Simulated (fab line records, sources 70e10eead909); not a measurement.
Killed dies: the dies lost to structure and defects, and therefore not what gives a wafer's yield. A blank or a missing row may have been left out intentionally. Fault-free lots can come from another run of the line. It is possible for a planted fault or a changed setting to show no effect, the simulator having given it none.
2 desks, one fault | flow nand-harc | only its own numbers are on each desk; what lay behind them is given at the end

== THE TOOL OWNER'S DESK: litho-track-06 ==
The tool's own readings at NHARC_A_CHANNEL_HOLE_D1_PEB_08 (peb time 65 s): means of the sampled wafers that have a number, for each lot that ran on this tool. Marked OUT: a lot whose mean sits more than 4 standard deviations from the usual mean, which makes it out of limits; the brackets give that distance.
Columns: A = exhaust-pa at NHARC_A_CHANNEL_HOLE_D1_PEB_08, usual 45.0 Pa; B = heater-power-total-W at NHARC_A_CHANNEL_HOLE_D1_PEB_08, usual 156.6 W; C = plate-temp-C at NHARC_A_CHANNEL_HOLE_D1_PEB_08, usual 99.99 C
lot  | first seen here | A    | B               | C
L232 | day 8 14:49     | 44.4 | 157.0           | 100.12
L235 | day 9 11:34     | 45.7 | 157.0           | 100.09
L240 | day 10 22:23    | 44.3 | 182.7 (+61) OUT | 111.92 (+92) OUT
L241 | day 11 09:56    | 45.2 | 182.4 (+60) OUT | 111.77 (+91) OUT
This desk finds L240, L241 out of limits, L240 being first, at day 10 22:23 (heater-power-total-W at NHARC_A_CHANNEL_HOLE_D1_PEB_08). Within limits: L232, L235.

== AT THE METROLOGY DESK ==
Means of the sampled wafers that have a number, per lot and without regard to the tool the lot ran on: this is what the gauges read. Marked OUT: a lot whose mean sits more than 4 standard deviations from the usual mean, which makes it out of limits; the brackets give that distance.
Columns: A = cd-nm at NHARC_A_ZERO_WELL_CD_MEAS_10, usual 1999.6 nm; B = cd-nm at NHARC_A_CHANNEL_HOLE_D1_CD_MEAS_10, usual 99.8 nm; C = cd-nm at NHARC_A_CHANNEL_HOLE_D1_CD_MEAS_30, usual 90.5 nm
lot  | first seen here | A      | B               | C
L230 | day 6 13:53     | 1999.7 | 99.9            | 90.8
L231 | day 6 22:58     | 2000.8 | 99.8            | 89.6
L232 | day 6 23:28     | 1997.0 | 99.7            | 90.0
L235 | day 7 21:31     | 2002.1 | 99.0            | 90.7
L240 | day 9 04:13     | 1999.4 | 125.9 (+43) OUT | 116.8 (+18) OUT
L241 | day 9 16:39     | 2000.3 | 120.3 (+34) OUT | 111.2 (+14) OUT
L246 | day 10 17:23    | 1998.4 | 100.1           | 92.2
L247 | day 11 02:10    | 1999.4 | 99.5            | 89.2
L250 | day 11 07:21    | 2000.7 | 100.2           | 91.4
L251 | day 11 18:29    | 2001.0 | 99.6            | 89.5
L252 | day 12 00:19    | 1999.7 | 99.8            | 91.4
This desk finds L240, L241 out of limits, L240 being first, at day 10 22:28 (cd-nm at NHARC_A_CHANNEL_HOLE_D1_CD_MEAS_10). Within limits: L230, L231, L232, L235, L246, L247, L250, L251, L252.

== PUT TOGETHER ==
On L240, L241, at day 10 22:23, an alarm was possible from the tool owner's desk.
On L240, L241, the metrology desk was in a position to raise an alarm at day 10 22:28.
Of the lots named, all ran NHARC_A_CHANNEL_HOLE_D1_PEB_08 on litho-track-06.

== WHAT WAS PUT IN BY THE SIMULATOR ==
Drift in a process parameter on litho-track-06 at NHARC_A_CHANNEL_HOLE_D1_PEB_08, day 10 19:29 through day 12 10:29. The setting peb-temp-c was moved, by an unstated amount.
Lots struck among those shown: L240, L241.
Hours from the fault's start to each desk's first reading out of limits: the tool owner's desk, 3; the metrology desk, 3.
